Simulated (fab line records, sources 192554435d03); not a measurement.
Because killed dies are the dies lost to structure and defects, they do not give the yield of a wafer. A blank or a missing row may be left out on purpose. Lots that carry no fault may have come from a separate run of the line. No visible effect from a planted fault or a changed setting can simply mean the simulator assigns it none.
fab line records	flow n5-finfet
record lots=9	wafers=27	last-day=18
route steps=1938 shown FIN_CUT@169 STI_FIN_REVEAL@183 BEOL_M4@1111 PASSIVATION@1936
lots with no fault: from the same line, run without faults
start-h: the number of hours between the record's first day and the start of the first shown wafer of the lot	wait-h: hours elapsed since this lot's preceding step	" identical to the entry in the row above	L1.1+2: several wafers, shown together as one row	- value missing, or start not given	* or withheld: withheld	< > ~ a bound
route shown NAME@n: a module of which the file shows steps, and the number in the route of the first	usual: mean/standard deviation of fault-free wafers	same: alike in all rows	chamber/n: place in a boat	sites: per-site readings	_std_site: their standard deviation	_edge_site: inner sites' mean taken away from outer sites' mean	radius-mm: how far each site lies from the wafer's centre	mask NAME#n: copy n	behind: the last tool/chamber to shape the wafer	hold: the reason the lot was held/the length of the hold in hours/how it ended	device: the transistor (n, p or np) that didn't switch	end of line: tests run on the same wafers once the route is complete	a step with no rows: only its recipe	killed: dies that structure and defects cost at the first sort, which is not the same as the wafer's yield	map: per-die view of a wafer (x killed, . not killed, _ where there is no die)
set.NAME: the run value of the setting; set.NAME@STEP: its run value at that earlier step	model.NAME: the simulator's own value behind a step, which no gauge read
steps of the route over a sample of lots; a table a step, a row a wafer
services: a tool's chamber out of use, with start hour (start-h, from the record's first day; less than 0 if before it), hours out, and reason
## steps
# step N5_FIN_CUT_ETCH_21
# recipe chemistry=N2/H2	target=SOC	target-depth-a=2190	overetch-a=438	mask-material=SiARC	temp-c=40	ion-energy-ev=100	bias-w=61	time-s=523.5	pressure-mtorr=30	source-w=850	n2-flow-sccm=200	h2-flow-sccm=200
# usual drypump-motor-current-A=5.7/0.35	h2-flow-sccm=200.0/0.61	oes-product-au=0.73/0.07	rf-vpp-V=241.0/1.2	showerhead-plenum-p-Torr=2.57/0.067	throttle-valve-pct=17.82/0.24
lot.wafer	tool	chamber	start-h	wait-h	drypump-motor-current-A	h2-flow-sccm	oes-product-au	rf-hours-counter-h	rf-vpp-V	showerhead-plenum-p-Torr	throttle-valve-pct
L697.1	rie-diel-02	0	33.85	0.0	5.5	200.7	0.64	225	241.0	2.63	18.38
L697.3	"	3	"	"	5.2	201.0	0.81	37	241.2	2.61	17.49
L697.6	"	0	"	"	5.5	200.4	0.65	-	243.1	2.63	18.39
L699.1	rie-diel-02	2	46.94	0.0	5.5	199.5	0.69	161	240.9	2.56	17.83
L699.2	"	1	"	"	6.1	200.0	0.92	1	240.6	2.61	18.06
L699.6	"	1	"	"	6.1	198.5	0.92	-	240.6	2.61	18.07
L703.2	rie-diel-02	0	69.71	0.0	5.5	200.4	0.64	235	243.4	2.62	18.42
L703.3	"	1	"	"	6.1	200.8	0.88	8	241.2	2.61	18.06
L703.6	"	2	"	"	5.5	200.2	0.69	-	241.4	2.56	17.84
L712.1	rie-diel-02	2	123.66	0.0	5.5	201.6	0.67	183	241.0	2.55	17.85
L712.3	"	3	"	"	5.2	200.4	0.77	62	242.0	2.60	17.56
L712.4	"	2	"	"	5.5	201.1	0.67	-	240.5	2.55	17.85
L714.4	rie-diel-02	3	135.58	0.2	5.2	200.3	0.77	-	241.3	2.60	17.57
L714.5	"	1	"	"	6.1	200.4	0.83	-	241.2	2.60	18.13
L714.6	"	2	"	"	5.5	199.1	0.68	-	239.7	2.55	17.86
L715.1	rie-diel-06	0	143.23	0.0	5.1	198.9	0.64	215	242.3	2.62	17.67
L715.4	"	2	"	"	6.0	199.5	0.80	43	240.7	2.49	17.73
L715.5	"	3	"	"	5.5	199.9	0.69	-	240.8	2.44	18.14
L716.1	rie-diel-04	1	149.19	0.0	5.9	199.9	0.78	83	238.8	2.47	17.66
L716.2	"	2	"	"	6.1	200.2	0.69	153	241.9	2.64	17.64
L716.4	"	3	"	"	5.4	200.1	0.70	157	243.3	2.66	17.93
L718.3	rie-diel-04	0	159.87	0.0	5.9	200.5	0.66	209	239.5	2.51	17.61
L718.4	"	3	"	"	5.4	199.5	0.70	-	240.7	2.66	17.93
L718.5	"	0	"	"	6.0	200.5	0.66	-	241.4	2.51	17.61
L719.2	rie-diel-04	2	169.08	0.0	6.1	199.4	0.68	159	241.9	2.63	17.65
L719.3	"	1	"	"	5.8	199.3	0.76	88	241.2	2.47	17.69
L719.5	"	3	"	"	5.4	200.3	0.70	-	242.1	2.66	17.95
# step N5_FIN_CUT_STRIP_22
# recipe chemistry=N2/H2	power-w=500	temp-c=40	pressure-mtorr=50	rf-frequency-hz=6e+07	overash-fraction=0.3	bias-power-w=8	h2-frac=0.5	n2-flow-sccm=300	h2-flow-sccm=300
# usual drypump-motor-current-A=5.7/0.34	h2-flow-sccm=299.9/0.85	oes-product-au=0.79/0.083	rf-vpp-V=54.2/2.2	showerhead-plenum-p-Torr=3.40/0.082	throttle-valve-pct=19.0/0.35
lot.wafer	tool	chamber	start-h	wait-h	drypump-motor-current-A	h2-flow-sccm	oes-product-au	rf-hours-counter-h	rf-vpp-V	showerhead-plenum-p-Torr	throttle-valve-pct
L697.1	rie-diel-04	1	34.51	0.0	5.9	299.0	0.91	51	53.4	3.29	18.8
L697.3	"	2	"	"	6.1	300.2	0.76	119	55.5	3.50	18.8
L697.6	"	0	"	"	5.9	299.7	0.73	-	56.2	3.33	18.5
L699.1	rie-diel-04	1	47.60	0.0	5.9	299.6	0.87	54	52.7	3.29	18.8
L699.2	"	2	"	"	6.0	300.1	0.77	123	54.7	3.49	18.8
L699.6	"	3	"	"	5.4	300.5	0.80	-	53.0	3.52	19.2
L703.2	rie-diel-04	1	70.40	0.1	5.9	300.0	0.86	60	57.8	3.28	18.8
L703.3	"	2	"	"	6.1	299.5	0.74	129	53.3	3.49	18.8
L703.6	"	0	"	"	6.0	301.7	0.73	-	54.1	3.33	18.5
L712.1	rie-diel-02	1	124.35	0.0	6.1	300.0	0.93	25	55.4	3.44	19.2
L712.3	"	3	"	"	5.2	299.4	0.82	63	50.8	3.44	18.6
L712.4	"	1	"	"	6.1	299.4	0.91	-	55.0	3.44	19.2
L714.4	rie-diel-06	2	136.09	0.0	6.0	299.6	0.87	42	52.4	3.29	18.7
L714.5	"	1	"	"	5.3	300.3	0.80	-	54.8	3.37	18.9
L714.6	"	2	"	"	6.0	299.6	0.87	-	49.3	3.29	18.7
L715.1	rie-diel-06	3	144.20	0.0	5.5	300.1	0.77	172	57.4	3.23	19.4
L715.4	"	2	"	"	6.0	300.6	0.86	44	55.6	3.29	18.8
L715.5	"	1	"	"	5.3	299.7	0.78	-	53.6	3.37	19.0
L716.1	rie-diel-04	1	149.85	0.0	5.8	301.2	0.84	84	53.0	3.27	18.9
L716.2	"	2	"	"	6.1	299.7	0.73	153	57.6	3.48	18.9
L716.4	"	0	"	"	6.0	298.9	0.71	205	55.1	3.32	18.5
L718.3	rie-diel-04	0	160.53	0.0	6.0	300.8	0.71	209	55.4	3.32	18.6
L718.4	"	2	"	"	6.1	300.4	0.75	-	56.2	3.48	18.8
L718.5	"	0	"	"	5.9	301.2	0.71	-	56.4	3.32	18.5
L719.2	rie-diel-02	0	169.76	0.1	5.5	300.3	0.96	9	56.3	3.45	19.3
L719.3	"	2	"	"	5.5	299.1	0.69	198	56.3	3.36	19.2
L719.5	"	3	"	"	5.2	300.7	0.81	-	56.8	3.43	18.7
# step N5_FIN_CUT_INSPECT_17
# recipe inspect-instrument=brightfield	mode=aei
# usual raw-defect-count=227/56
lot.wafer	tool	chamber	start-h	wait-h	raw-defect-count
L697.1	defect-inspect-02	-	34.67	0.0	230
L697.3	"	-	"	"	397
L697.6	"	-	"	"	282
L699.1	defect-inspect-01	-	47.76	0.0	483
L699.2	"	-	"	"	530
L699.6	"	-	"	"	517
L703.2	defect-inspect-02	-	70.56	0.0	579
L703.3	"	-	"	"	488
L703.6	"	-	"	"	460
L712.1	defect-inspect-02	-	124.51	0.0	263
L712.3	"	-	"	"	306
L712.4	"	-	"	"	161
L714.4	defect-inspect-01	-	136.25	0.0	283
L714.5	"	-	"	"	257
L714.6	"	-	"	"	144
L715.1	defect-inspect-01	-	144.36	0.0	311
L715.4	"	-	"	"	288
L715.5	"	-	"	"	283
L716.1	defect-inspect-02	-	150.08	0.0	189
L716.2	"	-	"	"	240
L716.4	"	-	"	"	294
L718.3	defect-inspect-02	-	160.76	0.0	292
L718.4	"	-	"	"	245
L718.5	"	-	"	"	185
L719.2	defect-inspect-01	-	169.99	0.0	291
L719.3	"	-	"	"	264
L719.5	"	-	"	"	302
# step N5_STI_FIN_REVEAL_ALD_00
# recipe material=SiO2	target-thk-a=10	temp-c=300	ald-precursor-family=BDEAS	ald-co-reactant=O2-plasma	pulse-time-s=1	pressure-torr=2
# usual heater-power-w=453/45	precursor-pulse-height-rel=1.002/0.02
lot.wafer	tool	chamber	start-h	wait-h	heater-power-w	precursor-pulse-height-rel
L697.1	ald-sin-04	1	34.71	0.0	459	1.008
L697.3	"	3	"	"	472	0.952
L697.6	"	3	"	"	470	1.034
L699.1	ald-sin-04	2	47.80	0.0	486	1.019
L699.2	"	3	"	"	478	1.023
L699.6	"	1	"	"	459	0.982
L703.2	ald-sin-04	3	70.89	0.3	481	1.005
L703.3	"	2	"	"	490	0.983
L703.6	"	0	"	"	371	0.989
L712.1	ald-sin-04	0	125.34	0.8	364	0.972
L712.3	"	3	"	"	474	1.028
L712.4	"	2	"	"	484	1.022
L714.4	ald-sin-04	0	136.68	0.4	371	1.000
L714.5	"	1	"	"	440	0.993
L714.6	"	2	"	"	490	1.031
L715.1	ald-sin-01	3	144.60	0.2	428	0.985
L715.4	"	1	"	"	441	0.995
L715.5	"	0	"	"	513	1.025
L716.1	ald-sin-04	1	150.63	0.5	449	0.983
L716.2	"	0	"	"	380	1.031
L716.4	"	1	"	"	469	1.008
L718.3	ald-sin-02	2	160.80	0.0	478	1.013
L718.4	"	3	"	"	451	1.007
L718.5	"	3	"	"	444	1.000
L719.2	ald-sin-01	0	170.03	0.0	502	0.993
L719.3	"	1	"	"	435	0.975
L719.5	"	3	"	"	428	0.936
# step N5_STI_FIN_REVEAL_CMP_04
# recipe stop-on=Si3N4	t-overpolish-s=4	down-force-psi=2	platen-rpm=54.18	post-cmp-clean=alkaline-brush	pad-velocity-m-s=1.078	target-thk-nm=131.83
# usual edge-zone-pressure-frac=0.999/0.0046	motor-current-A=8.4/0.69	overpolish-run-s=4.001/0.01	time-to-endpoint-s=106/6.3
lot.wafer	tool	chamber	start-h	wait-h	edge-zone-pressure-frac	motor-current-A	overpolish-run-s	time-to-endpoint-s
L697.3	cmp-01	3	40.40	0.0	0.998	9.3	3.966	105
L697.1	"	2	"	"	1.002	8.6	3.978	109
L697.6	"	3	"	"	0.998	8.6	3.997	104
L699.1	cmp-03	1	52.89	0.0	1.001	9.2	3.994	115
L699.2	"	0	"	"	1.000	9.6	4.004	106
L699.6	"	2	"	"	0.995	9.5	4.011	117
L703.3	cmp-02	3	76.01	0.1	0.994	7.3	3.994	100
L703.2	"	0	"	"	0.997	8.5	3.998	99
L703.6	"	2	"	"	1.006	7.7	3.985	96
L712.1	cmp-01	2	130.43	0.0	0.993	8.6	3.983	116
L712.3	"	3	"	"	0.997	9.4	3.997	112
L712.4	"	0	"	"	1.002	7.6	4.023	114
L714.4	cmp-01	3	141.84	0.1	1.002	9.1	3.995	118
L714.6	"	1	"	"	1.001	8.2	4.001	110
L714.5	"	2	"	"	0.996	9.0	4.008	113
L715.1	cmp-02	1	150.50	0.2	0.998	7.9	4.011	100
L715.4	"	2	"	"	0.995	8.2	3.989	100
L715.5	"	1	"	"	0.999	7.7	4.002	105
L716.1	cmp-02	2	155.72	0.0	1.006	7.8	4.003	100
L716.2	"	0	"	"	0.998	8.7	3.992	104
L716.4	"	1	"	"	0.999	7.4	4.009	102
L718.4	cmp-02	3	166.48	0.0	0.999	7.8	3.995	99
L718.3	"	1	"	"	1.005	7.7	3.990	101
L718.5	"	0	"	"	0.998	8.3	3.996	107
L719.2	cmp-02	1	175.75	0.1	0.999	7.7	4.014	101
L719.3	"	3	"	"	0.995	7.6	3.996	101
L719.5	"	1	"	"	1.005	7.7	3.998	102
# step N5_BEOL_M4_RC_MEAS_101
# usual DIBL_N=37.0/1.7	DIBL_P=36.7/2	IOFF_N=0.17/0.035	IOFF_P=0.22/0.035	ION_N=672/12	ION_P=461/7.5	SS_N=71.6/0.67	SS_P=73.4/0.64	VT_N=250/3.5	VT_P=-250/3.5
lot.wafer	tool	chamber	start-h	wait-h	DIBL_N[mV/V]	DIBL_P[mV/V]	IOFF_N[nA/um]	IOFF_P[nA/um]	ION_N[uA/um]	ION_P[uA/um]	SS_N[mV/dec]	SS_P[mV/dec]	VT_N[mV]	VT_P[mV]
L697.1	prober-01	0	168.91	0.0	37.2	36.6	0.19	0.27	692	476	72.1	73.0	249	-242
L697.3	"	0	"	"	34.5	33.5	0.13	0.20	663	461	71.3	72.5	252	-246
L697.6	"	0	"	"	34.7	33.6	0.14	0.22	663	469	71.2	73.0	249	-246
L699.1	prober-02	0	187.31	0.0	37.0	36.5	0.17	0.25	665	462	71.7	73.2	249	-244
L699.2	"	0	"	"	37.2	36.3	0.19	0.25	675	467	72.0	73.1	245	-246
L699.6	"	0	"	"	36.3	36.4	0.18	0.25	685	473	71.3	73.8	244	-247
L703.2	prober-01	0	213.50	0.2	36.4	35.2	0.15	0.18	681	461	71.3	72.5	251	-253
L703.3	"	0	"	"	38.4	37.3	0.18	0.22	685	458	72.1	72.7	248	-252
L703.6	"	0	"	"	38.2	37.7	0.18	0.23	691	469	72.2	73.2	249	-252
L712.1	prober-02	0	257.08	0.0	36.5	36.5	0.17	0.24	683	469	71.2	73.5	249	-243
L712.3	"	0	"	"	37.1	36.3	0.16	0.23	679	467	70.8	72.1	248	-248
L712.4	"	0	"	"	41.1	40.7	0.27	0.32	688	470	72.2	74.2	241	-242
L715.1	prober-01	0	296.65	0.0	39.6	42.4	0.21	0.29	678	466	72.8	73.9	247	-248
L715.4	"	0	"	"	37.1	39.0	0.16	0.22	670	467	71.3	73.5	250	-248
L715.5	"	0	"	"	37.6	39.3	0.15	0.22	666	452	72.0	73.6	251	-249
L714.4	prober-02	0	297.76	0.5	39.9	39.9	0.24	0.27	683	455	72.4	74.1	244	-247
L714.5	"	0	"	"	38.7	39.0	0.21	0.25	677	454	71.9	74.2	246	-249
L714.6	"	0	"	"	39.5	38.5	0.21	0.24	681	461	71.9	73.4	247	-253
L719.2	prober-02	0	300.09	0.2	37.0	35.8	0.15	0.21	680	467	71.1	73.7	250	-247
L719.3	"	0	"	"	35.9	34.6	0.13	0.19	658	460	70.7	72.8	251	-250
L719.5	"	0	"	"	39.1	38.2	0.19	0.25	690	470	72.1	73.5	246	-248
L716.1	prober-01	0	300.21	0.0	36.6	36.0	0.14	0.21	662	460	72.5	72.9	251	-250
L716.2	"	0	"	"	36.6	35.7	0.15	0.21	669	464	71.4	73.2	253	-249
L716.4	"	0	"	"	37.1	36.4	0.16	0.21	672	461	71.9	73.1	251	-250
L718.3	prober-02	0	322.71	0.3	35.5	34.4	0.15	0.20	675	467	72.0	73.6	250	-250
L718.4	"	0	"	"	36.0	35.2	0.16	0.22	678	466	71.8	73.5	246	-249
L718.5	"	0	"	"	35.8	34.2	0.14	0.20	664	461	71.2	73.1	251	-252
# step N5_PASSIVATION_PROBE_49
# usual defect-limited-yield=91.1/1.3	killed_at_M0_to_M3=35/11	killed_at_M4_up=13/5.4	killed-at-contacts=14/6.5	killed-at-front-end=41/11	killed-at-other=4/3.1	killed-dies=106/15	killed-open=69/12	killed-short=35/7	sort_bin_5_function=5.2/0.86	sort_bin_6_memory=3.4/0.64	sort-n-pass=1074/15	sort-yield-pct=91.0/1.3
# same gross-dies=1180	killed-at-back-side=0	sort_bin_4_leakage[%]=0	sort_bin_8_speed[%]=0
lot.wafer	tool	chamber	start-h	wait-h	defect-limited-yield[%]	killed_at_M0_to_M3	killed_at_M4_up	killed-at-contacts	killed-at-front-end	killed-at-other	killed-dies	killed-open	killed-short	sort_bin_5_function[%]	sort_bin_6_memory[%]	sort-n-pass	sort-yield-pct[%]
L697.1	prober-02	-	273.06	0.0	90.7	26	20	10	48	6	110	65	41	5.3	3.6	1070	90.7
L697.3	prober-02	-	273.16	0.1	91.6	32	13	10	43	1	99	64	33	4.9	3.2	1081	91.6
L697.6	prober-02	-	273.31	0.3	91.0	24	10	23	46	3	106	69	35	5.2	3.5	1074	91.0
L699.1	prober-01	-	291.46	0.0	83.2	22	18	17	140	1	198	73	35	11.6	3.7	982	83.2
L699.2	prober-01	-	291.51	0.1	85.4	38	9	17	104	4	172	57	38	9.0	3.6	1008	85.4
L699.6	prober-01	-	291.71	0.3	88.6	28	15	7	76	8	134	63	30	8.1	2.3	1046	88.6
L703.2	prober-01	-	302.04	0.1	84.6	13	13	17	136	3	182	49	34	8.6	4.7	998	84.6
L703.3	prober-01	-	302.09	0.1	84.5	34	18	14	115	2	183	76	25	10.2	4.2	997	84.5
L703.6	prober-01	-	302.24	0.3	83.1	18	17	8	155	1	199	65	33	11.3	4.3	981	83.1
L712.1	prober-02	-	351.56	0.0	91.7	24	15	20	27	12	98	71	26	4.9	3.1	1082	91.7
L712.3	prober-02	-	351.66	0.1	91.0	37	22	19	20	8	106	72	32	5.1	3.4	1074	91.0
L712.4	prober-02	-	351.71	0.2	88.6	51	27	12	42	3	135	85	45	6.9	4.0	1045	88.6
L714.4	prober-02	-	398.87	0.7	90.8	35	13	14	44	3	109	67	37	4.9	3.9	1071	90.8
L714.5	prober-02	-	398.92	0.7	90.4	43	15	7	46	2	113	77	34	5.8	3.5	1067	90.4
L714.6	prober-02	-	398.97	0.8	92.0	39	24	7	22	2	94	56	36	4.3	3.0	1086	92.0
L715.1	prober-02	-	406.72	0.0	91.2	41	30	3	29	1	104	69	31	5.4	3.0	1076	91.2
L715.4	prober-02	-	406.87	0.2	91.0	51	12	12	28	3	106	62	41	5.5	3.1	1074	91.0
L715.5	prober-02	-	406.92	0.2	92.9	35	13	8	25	3	84	56	28	4.7	2.4	1096	92.9
L716.1	prober-01	-	407.69	0.0	89.9	34	9	22	50	4	119	89	29	5.9	3.7	1061	89.9
L716.2	prober-01	-	407.74	0.1	90.8	34	9	19	44	2	108	70	37	5.1	3.7	1072	90.8
L716.4	prober-01	-	407.84	0.2	90.8	38	13	19	37	2	109	77	32	6.0	3.1	1071	90.8
L719.2	prober-02	-	412.12	0.1	90.9	23	6	17	58	3	107	72	33	4.6	4.2	1073	90.9
L719.3	prober-02	-	412.17	0.1	91.5	21	11	13	52	3	100	70	24	4.8	3.3	1080	91.5
L719.5	prober-02	-	412.27	0.2	91.2	19	14	12	56	3	104	67	33	4.9	3.6	1076	91.2
L718.3	prober-02	-	434.72	0.1	89.5	39	16	16	53	0	124	90	33	6.0	4.2	1056	89.5
L718.4	prober-02	-	434.77	0.2	91.5	27	8	5	59	1	100	56	42	5.6	2.7	1080	91.5
L718.5	prober-02	-	434.82	0.2	91.9	38	16	7	34	0	95	60	32	5.3	2.5	1085	91.9
# killed by level:class
L697.1 FIN_SAQP:geometric-particle:short=10 GATE_CUT:geometric-particle:short=9 MOL_CONTACT_COAG:geometric-particle:open=8 DUMMY_GATE:geometric-particle:open=7 FIN_SAQP:geometric-particle:open=6 BEOL_M3:geometric-particle:open=6 BEOL_M4:geometric-particle:open=6 STI_FIN_REVEAL:geometric-particle:open=5
L697.3 BEOL_M3:geometric-particle:open=12 GATE_CUT:geometric-particle:short=11 BEOL_M1:geometric-particle:open=11 MOL_CONTACT_COAG:geometric-particle:open=8 BEOL_M4:geometric-particle:open=7 FIN_SAQP:geometric-particle:short=4 STI_FIN_REVEAL:geometric-particle:open=4 FIN_SAQP:geometric-particle:open=3
L697.6 MOL_CONTACT_COAG:geometric-particle:open=16 FIN_SAQP:geometric-particle:short=12 STI_FIN_REVEAL:geometric-particle:open=11 BEOL_M3:geometric-particle:open=10 MOL_CONTACT_COAG:geometric-particle:short=6 FIN_SAQP:geometric-particle:open=5 GATE_CUT:geometric-particle:short=5 BEOL_M1:geometric-particle:open=5
L699.1 FIN_CUT:unspecified=89 FIN_SAQP:geometric-particle:open=18 FIN_SAQP:geometric-particle:short=13 BEOL_M4:geometric-particle:open=13 MOL_CONTACT_COAG:geometric-particle:open=11 STI_FIN_REVEAL:geometric-particle:open=6 MOL_CONTACT_COAG:geometric-particle:short=6 DUMMY_GATE:geometric-particle:open=5
L699.2 FIN_CUT:unspecified=73 MOL_CONTACT_COAG:geometric-particle:open=12 BEOL_M1:geometric-particle:open=12 BEOL_M0_SAQP:geometric-particle:short=8 MOL_CONTACT_COAG:geometric-particle:short=5 FIN_SAQP:geometric-particle:short=5 GATE_CUT:geometric-particle:short=5 BEOL_M0_SAQP:geometric-particle:open=5
L699.6 FIN_CUT:unspecified=37 BEOL_M0_SAQP:geometric-particle:open=11 BEOL_M4:geometric-particle:open=8 FIN_SAQP:geometric-particle:short=6 DUMMY_GATE:geometric-particle:open=6 MOL_CONTACT_COAG:geometric-particle:open=6 STI_FIN_REVEAL:geometric-particle:open=5 GATE_CUT:geometric-particle:short=5
L703.2 FIN_CUT:unspecified=98 MOL_CONTACT_COAG:geometric-particle:open=12 FIN_SAQP:geometric-particle:open=6 STI_FIN_REVEAL:geometric-particle:open=6 FIN_SAQP:geometric-particle:short=5 MOL_CONTACT_COAG:geometric-particle:short=4 GATE_CUT:geometric-particle:open=4 GATE_CUT:geometric-particle:short=4
L703.3 FIN_CUT:unspecified=80 STI_FIN_REVEAL:geometric-particle:open=14 MOL_CONTACT_COAG:geometric-particle:open=13 BEOL_M0_SAQP:geometric-particle:open=12 BEOL_M3:geometric-particle:open=9 FIN_SAQP:geometric-particle:open=6 BEOL_M5:geometric-particle:open=6 FIN_SAQP:geometric-particle:short=5
L703.6 FIN_CUT:unspecified=99 GATE_CUT:geometric-particle:short=12 GATE_CUT:geometric-particle:open=9 MOL_CONTACT_COAG:geometric-particle:open=8 BEOL_M4:geometric-particle:open=8 FIN_SAQP:geometric-particle:open=6 FIN_SAQP:geometric-particle:short=6 STI_FIN_REVEAL:geometric-particle:open=5
L712.1 MOL_CONTACT_COAG:geometric-particle:open=16 MIM_TOP:geometric-particle:open=7 FIN_SAQP:geometric-particle:open=6 FIN_SAQP:geometric-particle:short=6 BEOL_M2:geometric-particle:open=6 BEOL_M4:geometric-particle:open=6 BEOL_M1:geometric-particle:open=5 BEOL_M3:geometric-particle:open=5
L712.3 MOL_CONTACT_COAG:geometric-particle:open=16 BEOL_M4:geometric-particle:open=11 BEOL_M0_SAQP:geometric-particle:open=8 BEOL_M3:geometric-particle:open=7 BEOL_M0_SAQP:geometric-particle:short=5 BEOL_M0:geometric-particle:open=5 STARTING-WAFER:geometric-particle:open=5 BEOL_M3:geometric-particle:short=4
L712.4 BEOL_M4:geometric-particle:open=11 MOL_CONTACT_COAG:geometric-particle:open=10 BEOL_M3:geometric-particle:open=10 STI_FIN_REVEAL:geometric-particle:open=9 BEOL_M0_SAQP:geometric-particle:short=8 BEOL_M2:geometric-particle:open=7 STARTING-WAFER:geometric-particle:short=7 BEOL_M0:geometric-particle:open=6
L714.4 MOL_CONTACT_COAG:geometric-particle:open=13 BEOL_M0_SAQP:geometric-particle:open=10 DUMMY_GATE:geometric-particle:open=7 BEOL_M0_SAQP:geometric-particle:short=7 BEOL_M4:geometric-particle:open=6 FIN_SAQP:geometric-particle:open=4 BEOL_M0:geometric-particle:open=4 STARTING-WAFER:geometric-particle:open=4
L714.5 BEOL_M0_SAQP:geometric-particle:open=18 STI_FIN_REVEAL:geometric-particle:open=13 BEOL_M0_SAQP:geometric-particle:short=8 BEOL_M4:geometric-particle:open=7 MOL_CONTACT_COAG:geometric-particle:open=6 FIN_SAQP:geometric-particle:short=5 BEOL_M0:geometric-particle:open=5 STARTING-WAFER:geometric-particle:open=5
L714.6 BEOL_M0_SAQP:geometric-particle:short=17 BEOL_M0_SAQP:geometric-particle:open=12 STI_FIN_REVEAL:geometric-particle:open=8 BEOL_M4:geometric-particle:open=8 BEOL_M5:geometric-particle:open=7 FIN_SAQP:geometric-particle:short=6 MOL_CONTACT_COAG:geometric-particle:open=5 BEOL_M1:geometric-particle:open=4
L715.1 BEOL_M0_SAQP:geometric-particle:open=14 BEOL_M5:geometric-particle:open=11 BEOL_M3:geometric-particle:open=9 STARTING-WAFER:geometric-particle:short=8 STI_FIN_REVEAL:geometric-particle:open=7 BEOL_M0_SAQP:geometric-particle:short=6 BEOL_M1:geometric-particle:open=6 BEOL_M7:geometric-particle:open=6
L715.4 BEOL_M0_SAQP:geometric-particle:short=16 BEOL_M0_SAQP:geometric-particle:open=11 BEOL_M3:geometric-particle:open=8 MOL_CONTACT_COAG:geometric-particle:open=8 BEOL_M5:geometric-particle:open=7 BEOL_M1:geometric-particle:open=6 STI_FIN_REVEAL:geometric-particle:open=5 MOL_CONTACT_COAG:geometric-particle:short=4
L715.5 BEOL_M0_SAQP:geometric-particle:short=9 STI_FIN_REVEAL:geometric-particle:open=7 MOL_CONTACT_COAG:geometric-particle:open=7 BEOL_M2:geometric-particle:open=6 GATE_CUT:geometric-particle:short=4 BEOL_M1:geometric-particle:open=4 BEOL_M3:geometric-particle:open=4 STARTING-WAFER:geometric-particle:short=4
L716.1 STI_FIN_REVEAL:geometric-particle:open=27 MOL_CONTACT_COAG:geometric-particle:open=20 BEOL_M0_SAQP:geometric-particle:open=9 BEOL_M3:geometric-particle:open=8 STI_FIN_REVEAL:geometric-particle:short=5 BEOL_M1:geometric-particle:open=5 BEOL_M4:geometric-particle:open=4 DUMMY_GATE:geometric-particle:open=3
L716.2 MOL_CONTACT_COAG:geometric-particle:open=14 STI_FIN_REVEAL:geometric-particle:open=13 BEOL_M0_SAQP:geometric-particle:short=11 BEOL_M2:geometric-particle:open=11 STI_FIN_REVEAL:geometric-particle:short=8 BEOL_M0_SAQP:geometric-particle:open=6 FIN_SAQP:geometric-particle:open=5 MOL_CONTACT_COAG:geometric-particle:short=5
L716.4 STI_FIN_REVEAL:geometric-particle:open=18 MOL_CONTACT_COAG:geometric-particle:open=15 BEOL_M0_SAQP:geometric-particle:short=15 BEOL_M0_SAQP:geometric-particle:open=8 BEOL_M3:geometric-particle:open=7 DUMMY_GATE:geometric-particle:open=5 BEOL_M1:geometric-particle:open=5 STI_FIN_REVEAL:geometric-particle:short=4
L719.2 FIN_SAQP:geometric-particle:open=18 FIN_SAQP:geometric-particle:short=14 MOL_CONTACT_COAG:geometric-particle:open=12 STI_FIN_REVEAL:geometric-particle:open=12 BEOL_M1:geometric-particle:open=7 BEOL_M2:geometric-particle:open=7 MOL_CONTACT_COAG:geometric-particle:short=5 STARTING-WAFER:geometric-particle:open=4
L719.3 FIN_SAQP:geometric-particle:open=19 MOL_CONTACT_COAG:geometric-particle:open=10 BEOL_M2:geometric-particle:open=7 STI_FIN_REVEAL:geometric-particle:open=5 DUMMY_GATE:geometric-particle:open=4 ILD0:geometric-particle:short=4 BEOL_M0:geometric-particle:open=4 FIN_SAQP:geometric-particle:short=3
L719.5 FIN_SAQP:geometric-particle:open=20 FIN_SAQP:geometric-particle:short=13 MOL_CONTACT_COAG:geometric-particle:open=8 BEOL_M2:geometric-particle:open=5 DUMMY_GATE:geometric-particle:open=4 MOL_CONTACT_COAG:geometric-particle:short=4 STARTING-WAFER:geometric-particle:open=4 STI_FIN_REVEAL:geometric-particle:short=3
L718.3 STI_FIN_REVEAL:geometric-particle:open=17 BEOL_M0_SAQP:geometric-particle:open=15 MOL_CONTACT_COAG:geometric-particle:open=11 BEOL_M3:geometric-particle:open=7 FIN_SAQP:geometric-particle:open=5 DUMMY_GATE:geometric-particle:open=5 ILD0:geometric-particle:open=5 MOL_CONTACT_COAG:geometric-particle:short=5
L718.4 STI_FIN_REVEAL:geometric-particle:open=23 FIN_SAQP:geometric-particle:short=9 BEOL_M0_SAQP:geometric-particle:short=9 FIN_SAQP:geometric-particle:open=7 BEOL_M0_SAQP:geometric-particle:open=5 STI_FIN_REVEAL:geometric-particle:short=4 STARTING-WAFER:geometric-particle:open=4 BEOL_M3:geometric-particle:short=4
L718.5 BEOL_M0_SAQP:geometric-particle:open=12 STI_FIN_REVEAL:geometric-particle:open=10 BEOL_M0_SAQP:geometric-particle:short=9 MOL_CONTACT_COAG:geometric-particle:open=6 BEOL_M4:geometric-particle:open=5 FIN_SAQP:geometric-particle:short=4 BEOL_M1:geometric-particle:open=4 GATE_CUT:geometric-particle:short=4
## services
tool	chamber	start-h	hours	kind
cmp-01	-	10.51	4.8	pm
rie-diel-02	0	10.74	3.0	repair
ald-sin-01	-	12.41	14.6	pm
rie-diel-06	2	26.15	4.5	repair
cmp-02	-	34.21	4.0	pm
ald-sin-02	-	38.47	2.1	repair
ald-sin-04	0	44.99	5.6	repair
ald-sin-01	-	46.44	4.5	repair
rie-diel-06	1	50.96	14.0	repair
cmp-03	-	55.10	4.0	pm
rie-diel-06	0	59.86	16.9	repair
ald-sin-04	1	60.30	25.2	repair
cmp-03	-	67.90	6.1	pm
cmp-03	-	75.33	0.8	repair
ald-sin-04	3	80.38	7.1	repair
ald-sin-04	-	93.00	28.1	pm
rie-diel-06	2	136.20	3.6	repair
cmp-02	-	140.98	2.3	repair
rie-diel-02	1	146.20	2.6	repair
ald-sin-04	0	146.68	3.8	repair
cmp-01	-	148.66	2.2	repair
rie-diel-04	1	156.15	5.6	repair
rie-diel-02	3	171.82	10.5	repair
cmp-01	-	174.91	4.0	pm
## key
first-sign step=N5_FIN_CUT_INSPECT_17	reading=raw-defect-count	direction=up	sigmas=5.1	usual=227	struck=510
effect step=N5_PASSIVATION_PROBE_49	reading=killed-at-front-end	direction=up	sigmas=7.2	usual=41	struck=121
more-kills-born-at N5_FIN_CUT_STRIP_22@rie-diel-04=476
met-at N5_FIN_CUT_STRIP_22
struck-lots L699,L703
not-acting-at N5_FIN_CUT_ETCH_21,N5_STI_FIN_REVEAL_ALD_00,N5_STI_FIN_REVEAL_CMP_04
onset-between 34.51 47.60
fault kind=chamber-particle-source	tool=rie-diel-04	chamber=-	onset-h=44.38	steps=N5_FIN_CUT_STRIP_22	rate-per-visit-cm2=0.44379	end-h=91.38
